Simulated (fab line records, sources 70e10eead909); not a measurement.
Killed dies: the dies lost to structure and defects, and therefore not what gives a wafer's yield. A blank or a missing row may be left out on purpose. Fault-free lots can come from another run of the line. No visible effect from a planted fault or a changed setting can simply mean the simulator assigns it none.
Problem report in the 8D (eight disciplines) form, filled by code || flow nand harc || the parts of the form that need people (team, actions taken, sign-off) are left out

1. THE PROBLEM
At NHARC_A_CHANNEL_HOLE_D1_CD_MEAS_10, cd nm averages 106.2 nm over 5 wafers from 2 lots, while fault-free wafers read 99.9 nm, standard deviation 0.44. Relative to the usual mean, that is a shift of +14 standard deviations.
The step: target cd 100 nm.
Earliest sighting: wafer L689.2 on cd sem-03 at day 11 22:51. The record holds 30 wafers of 10 lots with a number at this step. The rule behind "out" and "out of limits": a value lying over 4 standard deviations away from the usual mean. All remaining wafers that have a number are taken as sound.

2. WHAT IT IS AND WHAT IT IS NOT
{"question": "which readings at this step", "is": "cd nm", "is not": "-"}
{"question": "which lots", "is": "L689, L693", "is not": "L683, L684, L685, L699, L700, L701, L704, L705"}
{"question": "which wafers of those lots", "is": "L689.2, L689.5, L693.1, L693.2, L693.5", "is not": "L689.6"}
{"question": "read on which gauges", "is": "cd sem-02, cd sem-03", "is not": "cd sem-01"}
{"question": "when", "is": "from day 11 22:51", "is not": "up to then (10 sound wafers); but 15 sound wafers of L699, L700, L701, L704, L705 came after"}

3. WHAT RULES OUT EACH SUSPECT
Counting: if a tool at a process step up to the reading ran every lot that is out, it stays a suspect. Sound lots after the first of them don't rule it out here, since some wafers of a struck lot are sound.
- the gauge at NHARC_A_CHANNEL_HOLE_D1_CD_MEAS_10 has been ruled out. 2 gauges (cd sem-02, cd sem-03) read the wafers that are out.
- litho track-04 at NHARC_A_CHANNEL_HOLE_D1_PEB_08 (peb time 65 s): kept. Ran every lot that is out, first one L689 (day 11 22:46); last sound lot up to then L683 (day 8 14:33).
After counting, what remains is litho track-04 at NHARC_A_CHANNEL_HOLE_D1_PEB_08.

4. THE CAUSE (what the simulator had put in)
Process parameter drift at NHARC_A_CHANNEL_HOLE_D1_PEB_08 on litho track-04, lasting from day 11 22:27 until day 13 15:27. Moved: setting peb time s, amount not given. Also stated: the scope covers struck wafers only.
The count eliminated every tool but this one.

5. SEQUENCE OF EFFECTS, ordered by route
Each row: a reading whose mean over the struck wafers that have a number lies more than 3 standard deviations from the usual. Only readings for which the record gives a usual standard deviation are gone through. hours: the time from each lot's start at the first step in this table that gives one to its start at this step, as a median over the lots. sigmas: the change in usual standard deviations.
{"hours": 0, "step": "NHARC_A_CHANNEL_HOLE_D1_CD_MEAS_10", "reading": "cd nm", "usual": "99.9 nm", "on struck wafers": 106.2, "change": "+6.3", "sigmas": "+14"}
{"hours": 10, "step": "NHARC_A_CHANNEL_HOLE_D1_CD_MEAS_30", "reading": "cd nm", "usual": "89.7 nm", "on struck wafers": 95.4, "change": "+5.7", "sigmas": "+6.3"}
{"hours": 11, "step": "NHARC_A_CHANNEL_HOLE_D1_XSEM_31", "reading": "bot cd nm", "usual": "74.3 nm", "on struck wafers": 80.2, "change": "+5.9", "sigmas": "+5.9"}
Here are the process steps it includes:
- NHARC_A_CHANNEL_HOLE_D1_XSEM_31
At these later measuring or inspecting steps, every struck wafer for which the step has a row has a number for every such reading, and none has moved that far: NHARC_A_CHANNEL_HOLE_D1_OVL_MEAS_11.

6. WHAT WOULD HAVE CAUGHT IT SOONER
Counted from the fault's start at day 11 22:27, it took 0 hours until the first out-of-limits reading at a measuring or inspecting step in this record, taken at day 11 22:51.
No tool reading at NHARC_A_CHANNEL_HOLE_D1_PEB_08 that has a usual standard deviation in the record was out on any struck wafer, so an alarm limit of 4 standard deviations on those readings would not have fired.
Among the 2 lots that are out, L693 began NHARC_A_CHANNEL_HOLE_D1_PEB_08 on litho track-04 after day 11 22:51. A tool hold placed at that time would have kept it from harm.
